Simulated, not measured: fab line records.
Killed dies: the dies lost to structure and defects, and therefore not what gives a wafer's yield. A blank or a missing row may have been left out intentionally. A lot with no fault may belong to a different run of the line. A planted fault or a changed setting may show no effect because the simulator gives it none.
What tool caused it?	flow n5-finfet	24 lots, 72 wafers sampled, at 6 steps of a route of 1938

WHAT THE GAUGES SHOWED, per wafer
N5_BEOL_M4_THK_MEAS_53: measures by xrf. Usual: M4_THK 40.8 nm, standard deviation 1.7.
lot	measured	on	M4_THK (nm)	flag
L074	day 7 22:38	film-metro-02	39.5 39.3 40.3	
L075	day 8 08:17	film-metro-01	42.3 40.0 40.5	
L076	day 8 16:31	film-metro-01	39.7 40.6 40.6	
L077	day 9 04:34	film-metro-02	43.9 40.0 42.3	
L079	day 9 10:45	film-metro-01	39.0 40.4 38.4	
L081	day 9 10:40	film-metro-02	38.0 42.7 37.5	
L080	day 9 11:20	film-metro-02	38.3 39.7 39.2	
L078	day 9 12:33	film-metro-01	38.2 40.4 41.8	
L082	day 9 12:52	film-metro-02	41.6 40.8 41.9	
L083	day 10 04:08	film-metro-02	39.1 39.6 41.3	
L084	day 10 09:18	film-metro-02	38.9 39.9 38.8	
L085	day 11 04:07	film-metro-02	42.8 41.9 41.8	
L087	day 11 04:24	film-metro-01	39.2 40.2 41.3	
L086	day 11 12:45	film-metro-01	40.1 42.3 43.8	
L089	day 11 15:51	film-metro-01	41.8 40.2 40.9	
L091	day 11 20:40	film-metro-01	41.3 42.3 42.2	
L088	day 11 20:58	film-metro-01	43.2 42.3 43.1	
L090	day 12 00:01	film-metro-02	40.0 40.7 38.2	
L093	day 12 11:26	film-metro-02	42.1 38.1 41.0	
L092	day 12 22:30	film-metro-01	44.6 45.2 43.4	
L094	day 13 07:30	film-metro-02	39.5 36.5 40.2	
L095	day 13 21:48	film-metro-02	40.8 42.2 40.0	
L096	day 13 21:43	film-metro-01	42.5 41.3 42.7	
L097	day 14 01:11	film-metro-01	40.5 39.2 40.6	

WHICH TOOL RAN EACH LOT (tool, then ch and the chambers of the sampled wafers, then the start)
lot	N5_BEOL_M4_ETCH_41	N5_BEOL_M4_ANNEAL_80	N5_BEOL_M4_ANNEAL_89	N5_BEOL_M4_ANNEAL_95	N5_BEOL_M4_CMP_52
L074	rie-diel-05 ch 1,2,3, day 7 20:23 or earlier	pvd-sputter-03, day 7 20:23	pvd-sputter-03, day 7 21:03	pvd-sputter-03, day 7 21:43	cmp-01 ch 0,1,2, day 7 22:23
L075	rie-diel-05 ch 0,1,2, day 8 06:02 or earlier	pvd-sputter-03, day 8 06:02	pvd-sputter-03, day 8 06:42	pvd-sputter-03, day 8 07:22	cmp-01 ch 1,2,3, day 8 08:00
L076	rie-diel-06 ch 0,3, day 8 14:15 or earlier	pvd-sputter-03, day 8 14:15	pvd-sputter-03, day 8 14:55	pvd-sputter-03, day 8 15:34	cmp-04 ch 0,3, day 8 16:13
L077	rie-diel-06 ch 0,3, day 9 02:19 or earlier	pvd-sputter-03, day 9 02:19	pvd-sputter-03, day 9 02:59	pvd-sputter-03, day 9 03:38	cmp-01 ch 1,2,3, day 9 04:23
L079	rie-diel-04 ch 1,2,3, day 9 08:29 or earlier	pvd-sputter-01, day 9 08:29	pvd-sputter-01, day 9 09:08	pvd-sputter-01, day 9 09:48	cmp-04 ch 0,1,3, day 9 10:27
L081	rie-diel-06 ch 0,3, day 9 08:25 or earlier	pvd-sputter-02, day 9 08:25	pvd-sputter-02, day 9 09:05	pvd-sputter-02, day 9 09:44	cmp-01 ch 0,2,3, day 9 10:27
L080	rie-diel-06 ch 0,1, day 9 09:05 or earlier	pvd-sputter-03, day 9 09:05	pvd-sputter-03, day 9 09:44	pvd-sputter-03, day 9 10:24	cmp-03 ch 1,3, day 9 11:04
L078	rie-diel-05 ch 0,2,3, day 9 10:18 or earlier	pvd-sputter-02, day 9 10:18	pvd-sputter-02, day 9 10:58	pvd-sputter-02, day 9 11:37	cmp-03 ch 2,3, day 9 12:17
L082	rie-diel-05 ch 1,3, day 9 10:37 or earlier	pvd-sputter-01, day 9 10:37	pvd-sputter-01, day 9 11:17	pvd-sputter-01, day 9 11:56	cmp-03 ch 1,2, day 9 12:35
L083	rie-diel-06 ch 2,3, day 10 01:41 or earlier	pvd-sputter-01, day 10 01:41	pvd-sputter-01, day 10 02:21	pvd-sputter-01, day 10 03:01	cmp-01 ch 0,2,3, day 10 03:53
L084	rie-diel-06 ch 0,1, day 10 07:03 or earlier	pvd-sputter-03, day 10 07:03	pvd-sputter-03, day 10 07:43	pvd-sputter-03, day 10 08:22	cmp-04 ch 0,2,3, day 10 09:07
L085	rie-diel-06 ch 0,1,2, day 11 01:53 or earlier	pvd-sputter-01, day 11 01:53	pvd-sputter-01, day 11 02:32	pvd-sputter-01, day 11 03:12	cmp-01 ch 0,1,2, day 11 03:50
L087	rie-diel-05 ch 0,2,3, day 11 02:06 or earlier	pvd-sputter-02, day 11 02:06	pvd-sputter-02, day 11 02:46	pvd-sputter-02, day 11 03:25	cmp-04 ch 0,1,3, day 11 04:13
L086	rie-diel-04 ch 0,1,3, day 11 10:30 or earlier	pvd-sputter-03, day 11 10:30	pvd-sputter-03, day 11 11:10	pvd-sputter-03, day 11 11:49	cmp-01 ch 1,2,3, day 11 12:27
L089	rie-diel-04 ch 0,2,3, day 11 13:36 or earlier	pvd-sputter-03, day 11 13:36	pvd-sputter-03, day 11 14:16	pvd-sputter-03, day 11 14:55	cmp-03 ch 0,2,3, day 11 15:35
L091	rie-diel-04 ch 0,1,3, day 11 18:25 or earlier	pvd-sputter-02, day 11 18:25	pvd-sputter-02, day 11 19:05	pvd-sputter-02, day 11 19:44	cmp-03 ch 0,1,3, day 11 20:27
L088	rie-diel-06 ch 2,3, day 11 18:43 or earlier	pvd-sputter-01, day 11 18:43	pvd-sputter-01, day 11 19:22	pvd-sputter-01, day 11 20:02	cmp-03 ch 0,3, day 11 20:40
L090	rie-diel-04 ch 0,2,3, day 11 21:46 or earlier	pvd-sputter-02, day 11 21:46	pvd-sputter-02, day 11 22:25	pvd-sputter-02, day 11 23:05	cmp-04 ch 0,1, day 11 23:45
L093	rie-diel-04 ch 0,2,3, day 12 08:55 or earlier	pvd-sputter-03, day 12 08:55	pvd-sputter-03, day 12 09:34	pvd-sputter-03, day 12 10:14	cmp-01 ch 0,1,3, day 12 11:08
L092	rie-diel-06 ch 1,2, day 12 20:15 or earlier	pvd-sputter-03, day 12 20:15	pvd-sputter-03, day 12 20:55	pvd-sputter-03, day 12 21:34	cmp-01 ch 0,1,2, day 12 22:19
L094	rie-diel-04 ch 0,1, day 13 05:15 or earlier	pvd-sputter-03, day 13 05:15	pvd-sputter-03, day 13 05:55	pvd-sputter-03, day 13 06:34	cmp-01 ch 1,2,3, day 13 07:14
L095	rie-diel-05 ch 1,2,3, day 13 19:32 or earlier	pvd-sputter-02, day 13 19:32	pvd-sputter-02, day 13 20:11	pvd-sputter-02, day 13 20:51	cmp-01 ch 1,2,3, day 13 21:31
L096	rie-diel-06 ch 1,3, day 13 19:24 or earlier	pvd-sputter-01, day 13 19:24	pvd-sputter-01, day 13 20:04	pvd-sputter-01, day 13 20:43	cmp-03 ch 0,1,2, day 13 21:29
L097	rie-diel-05 ch 0,2, day 13 22:54 or earlier	pvd-sputter-03, day 13 22:54	pvd-sputter-03, day 13 23:34	pvd-sputter-03, day 14 00:13	cmp-03 ch 0,1, day 14 00:53
- N5_BEOL_M4_ETCH_41: etches SiCN in CH3F/O2, target depth 29.9 nm, time 52.5 s.
- N5_BEOL_M4_ANNEAL_80: time 240 s.
- N5_BEOL_M4_ANNEAL_89: time 240 s.
- N5_BEOL_M4_ANNEAL_95: time 240 s.
- N5_BEOL_M4_CMP_52: polishes, stops on SiOC, t overpolish 6.8 s, target thk 40 nm.

WHAT THE TOOLS THEMSELVES READ (means of the sampled wafers that have a number; where no wafer has one, the mark that the record gives instead)
N5_BEOL_M4_ETCH_41. Usual: drypump-motor-current-A 5.6 A, standard deviation 0.52; oes-product-au 0.78 a.u., standard deviation 0.085; rf-fwd-power-W 390.9 W, standard deviation 1.7; rf-vpp-V 296.8 V, standard deviation 1.7; showerhead-plenum-p-Torr 1.97 Torr, standard deviation 0.072; throttle-valve-pct 16.41 %, standard deviation 0.23.
lot	tool	drypump-motor-current-A (A)	oes-product-au (a.u.)	rf-fwd-power-W (W)	rf-vpp-V (V)	showerhead-plenum-p-Torr (Torr)	throttle-valve-pct (%)	flag
L074	rie-diel-05	6.0	0.77	389.6	296.9	1.96	16.35	
L075	rie-diel-05	6.1	0.75	389.1	296.7	1.95	16.45	
L076	rie-diel-06	6.0	0.76	392.6	296.5	1.97	16.38	
L077	rie-diel-06	5.6	0.84	392.0	296.7	1.97	16.24	
L079	rie-diel-04	5.2	0.76	390.7	297.4	2.01	16.54	
L081	rie-diel-06	6.0	0.75	391.2	297.2	1.97	16.39	
L080	rie-diel-06	5.9	0.71	391.7	295.1	1.88	16.56	
L078	rie-diel-05	5.9	0.77	391.0	296.7	1.99	16.40	
L082	rie-diel-05	5.6	0.75	390.2	296.8	1.96	16.46	
L083	rie-diel-06	5.3	0.90	391.9	296.9	1.98	16.09	
L084	rie-diel-06	6.1	0.91	391.9	295.4	1.93	16.24	
L085	rie-diel-06	5.9	0.85	391.6	296.3	1.94	16.23	
L087	rie-diel-05	5.9	0.74	390.8	297.8	1.98	16.43	
L086	rie-diel-04	5.6	0.76	389.4	298.6	2.01	16.56	
L089	rie-diel-04	5.3	0.70	391.1	297.7	2.02	16.55	
L091	rie-diel-04	5.6	0.75	390.0	297.5	2.01	16.57	
L088	rie-diel-06	5.3	0.87	390.8	297.5	1.97	16.11	
L090	rie-diel-04	5.3	0.71	391.3	297.9	2.02	16.57	
L093	rie-diel-04	5.2	0.70	391.2	297.2	2.02	16.57	
L092	rie-diel-06	5.6	0.81	392.1	296.2	1.95	16.24	
L094	rie-diel-04	5.9	0.79	390.3	298.5	2.05	16.57	
L095	rie-diel-05	6.0	0.74	390.3	296.4	1.94	16.45	
L096	rie-diel-06	5.3	0.80	392.1	296.0	1.91	16.34	
L097	rie-diel-05	6.2	0.74	388.0	296.6	1.97	16.42	

N5_BEOL_M4_ANNEAL_80. Usual: heater-power-w 872 W, standard deviation 61; susceptor_temp_C_max 400.9, standard deviation 0.31.
lot	tool	heater-power-w (W)	susceptor_temp_C_max	flag
L074	pvd-sputter-03	841	400.7	
L075	pvd-sputter-03	896	400.9	
L076	pvd-sputter-03	903	400.8	
L077	pvd-sputter-03	888	400.7	
L079	pvd-sputter-01	859	400.8	
L081	pvd-sputter-02	896	400.9	
L080	pvd-sputter-03	897	400.9	
L078	pvd-sputter-02	881	401.1	
L082	pvd-sputter-01	831	400.9	
L083	pvd-sputter-01	853	400.8	
L084	pvd-sputter-03	846	400.9	
L085	pvd-sputter-01	825	400.9	
L087	pvd-sputter-02	881	401.0	
L086	pvd-sputter-03	833	400.5	
L089	pvd-sputter-03	892	400.6	
L091	pvd-sputter-02	907	400.7	
L088	pvd-sputter-01	842	401.1	
L090	pvd-sputter-02	870	401.0	
L093	pvd-sputter-03	891	400.8	
L092	pvd-sputter-03	904	400.7	
L094	pvd-sputter-03	836	400.7	
L095	pvd-sputter-02	894	400.9	
L096	pvd-sputter-01	822	400.8	
L097	pvd-sputter-03	866	400.8	

N5_BEOL_M4_ANNEAL_89. Usual: heater-power-w 872 W, standard deviation 61; susceptor_temp_C_max 400.8, standard deviation 0.34.
lot	tool	heater-power-w (W)	susceptor_temp_C_max	flag
L074	pvd-sputter-03	843	400.7	
L075	pvd-sputter-03	898	400.7	
L076	pvd-sputter-03	886	400.6	
L077	pvd-sputter-03	901	400.7	
L079	pvd-sputter-01	854	401.0	
L081	pvd-sputter-02	899	401.1	
L080	pvd-sputter-03	897	400.8	
L078	pvd-sputter-02	865	400.9	
L082	pvd-sputter-01	839	401.0	
L083	pvd-sputter-01	852	400.8	
L084	pvd-sputter-03	829	400.9	
L085	pvd-sputter-01	820	400.9	
L087	pvd-sputter-02	870	400.8	
L086	pvd-sputter-03	842	400.9	
L089	pvd-sputter-03	891	400.6	
L091	pvd-sputter-02	901	400.9	
L088	pvd-sputter-01	834	400.7	
L090	pvd-sputter-02	874	401.4	
L093	pvd-sputter-03	884	400.9	
L092	pvd-sputter-03	899	400.7	
L094	pvd-sputter-03	826	401.0	
L095	pvd-sputter-02	883	400.8	
L096	pvd-sputter-01	825	401.0	
L097	pvd-sputter-03	882	401.0	

N5_BEOL_M4_ANNEAL_95. Usual: heater-power-w 874 W, standard deviation 64; susceptor_temp_C_max 400.9, standard deviation 0.31.
lot	tool	heater-power-w (W)	susceptor_temp_C_max	flag
L074	pvd-sputter-03	840	400.8	
L075	pvd-sputter-03	916	400.8	
L076	pvd-sputter-03	900	400.6	
L077	pvd-sputter-03	895	400.8	
L079	pvd-sputter-01	855	401.0	
L081	pvd-sputter-02	872	401.1	
L080	pvd-sputter-03	911	400.7	
L078	pvd-sputter-02	882	400.9	
L082	pvd-sputter-01	826	401.2	
L083	pvd-sputter-01	861	401.0	
L084	pvd-sputter-03	832	401.1	
L085	pvd-sputter-01	821	400.9	
L087	pvd-sputter-02	885	401.0	
L086	pvd-sputter-03	840	400.8	
L089	pvd-sputter-03	894	400.7	
L091	pvd-sputter-02	893	400.9	
L088	pvd-sputter-01	837	401.0	
L090	pvd-sputter-02	877	401.0	
L093	pvd-sputter-03	886	400.5	
L092	pvd-sputter-03	894	400.8	
L094	pvd-sputter-03	815	401.1	
L095	pvd-sputter-02	890	400.7	
L096	pvd-sputter-01	822	401.0	
L097	pvd-sputter-03	884	401.0	

N5_BEOL_M4_CMP_52. Usual: barrier-field-endpoint-s 24.8 s, standard deviation 0.67; head-pressure-psi 1.0000 psi, standard deviation 0.0023; motor-current-A 6.2 A, standard deviation 0.47; overpolish-run-s 6.800 s, standard deviation 0.0098; time-to-endpoint-s 63 s, standard deviation 3.2.
lot	tool	barrier-field-endpoint-s (s)	head-pressure-psi (psi)	motor-current-A (A)	overpolish-run-s (s)	time-to-endpoint-s (s)	flag
L074	cmp-01	24.7	1.0026	6.2	6.797	64	
L075	cmp-01	23.9	0.9977	6.4	6.800	63	
L076	cmp-04	23.9	1.0006	6.0	6.802	62	
L077	cmp-01	25.0	0.9995	6.2	6.800	62	
L079	cmp-04	24.5	0.9995	6.0	6.801	63	
L081	cmp-01	24.9	0.9987	6.2	6.796	62	
L080	cmp-03	25.4	1.0004	6.1	6.801	64	
L078	cmp-03	24.8	1.0001	6.5	6.793	61	
L082	cmp-03	24.3	0.9999	6.4	6.803	61	
L083	cmp-01	24.9	0.9998	6.0	6.794	64	
L084	cmp-04	24.9	1.0006	6.1	6.806	66	
L085	cmp-01	25.8	0.9995	5.9	6.800	68	
L087	cmp-04	24.2	1.0001	6.0	6.801	63	
L086	cmp-01	25.5	1.0024	6.4	6.804	67	
L089	cmp-03	25.4	0.9981	6.3	6.797	68	
L091	cmp-03	25.2	0.9971	6.3	6.803	65	
L088	cmp-03	25.8	1.0010	6.5	6.802	64	
L090	cmp-04	24.3	1.0017	5.7	6.795	59	
L093	cmp-01	24.4	1.0012	5.7	6.795	61	
L092	cmp-01	24.7	1.0015	6.1	6.798	62	
L094	cmp-01	24.4	0.9992	6.2	6.796	58	
L095	cmp-01	24.5	1.0001	6.2	6.804	64	
L096	cmp-03	24.7	1.0006	6.2	6.800	62	
L097	cmp-03	24.7	1.0001	6.0	6.793	62	

THE ANSWER, worked out from the rows above alone
Rule: lot off if the mean of its wafers having a number is beyond 3 standard deviations from the usual mean. A lot without any number at a reading at which 4 lots or more have one is off too. All remaining lots with rows at the step are treated as sound. First the gauges in route order, then the tools' own readings, where a lot's mean is used as printed above. The first step at which some lot is off is used, and at that step the reading that is off furthest; a lot without a number counts as furthest.
None of the lots is off at any reading shown; this tells nothing.

WHAT THE SIMULATOR HAD INSERTED
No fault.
